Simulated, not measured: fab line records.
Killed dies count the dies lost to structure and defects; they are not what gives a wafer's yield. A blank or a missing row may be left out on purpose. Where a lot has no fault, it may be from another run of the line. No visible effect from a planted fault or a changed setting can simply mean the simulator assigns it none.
2 desks looking at one fault -- flow n5 finfet -- each desk has only its own numbers; what lay behind them comes last

AT THE TOOL OWNER'S DESK: remote plasma-02
The tool's own readings at N5_DUMMY_REMOVAL_PRECLEAN_08 (cleans in NF3:NH3, afs cycles 2, time 20 s, sublimation time 60 s): means of the sampled wafers that have a number, for each lot that ran on this tool. A lot is out of limits, marked OUT, if its mean lies more than 4 standard deviations from the usual mean; the brackets give that distance.
Columns: A = temp c at N5_DUMMY_REMOVAL_PRECLEAN_08, usual 29.98 C
lot,first seen here,A
L631,day 6 13:37,30.32
L643,day 9 13:04,29.89
L644,day 9 18:32,30.07
Finding of this desk: none of the 3 lots has anything out of limits.

THE METROLOGY DESK
Lot by lot, what the gauges showed, no matter which tool ran the lot: averages of those sampled wafers that carry a number. A lot is out of limits, marked OUT, if its mean lies more than 4 standard deviations from the usual mean; the brackets give that distance. Shown here are 7 of its 10 readings, the ones lying furthest out on some lot.
Columns: A = DIBL_N at N5_BEOL_M4_RC_MEAS_101, usual 36.3 mV/V; B = IOFF_N at N5_BEOL_M4_RC_MEAS_101, usual 0.157 nA/um; C = IOFF_P at N5_BEOL_M4_RC_MEAS_101, usual 0.22 nA/um; D = ION_N at N5_BEOL_M4_RC_MEAS_101, usual 675 uA/um; E = ION_P at N5_BEOL_M4_RC_MEAS_101, usual 465 uA/um; F = VT_N at N5_BEOL_M4_RC_MEAS_101, usual 249.8 mV; G = VT_P at N5_BEOL_M4_RC_MEAS_101, usual -249 mV
lot,first seen here,A,B,C,D,E,F,G
L621,day 8 02:21,36.4,0.152,0.21,673,463,249.3,-251
L624,day 9 23:38,36.9,0.153,0.21,680,467,250.7,-250
L631,day 11 11:13,37.2,0.169,0.22,682,466,249.3,-248
L634,day 11 12:14,34.2,0.147,0.18,677,462,248.6,-254
L639,day 13 11:45,35.6,0.131,0.16,656,445,256.0,-257
L640,day 13 12:34,35.0,0.123,0.18,657,459,254.5,-251
L643,day 13 19:12,36.5,0.166,0.26,672,469,247.6,-246
L642,day 14 03:20,36.7,0.171,0.24,688,476,250.0,-248
L644,day 14 19:49,37.5,0.171,0.28,679,473,249.3,-244
Finding of this desk: none of the 9 lots has anything out of limits.

BROUGHT TOGETHER
The desk of the tool owner found nothing out of limits.
The metrology desk saw nothing out of limits.

WHAT HAD BEEN PUT IN BY THE SIMULATOR
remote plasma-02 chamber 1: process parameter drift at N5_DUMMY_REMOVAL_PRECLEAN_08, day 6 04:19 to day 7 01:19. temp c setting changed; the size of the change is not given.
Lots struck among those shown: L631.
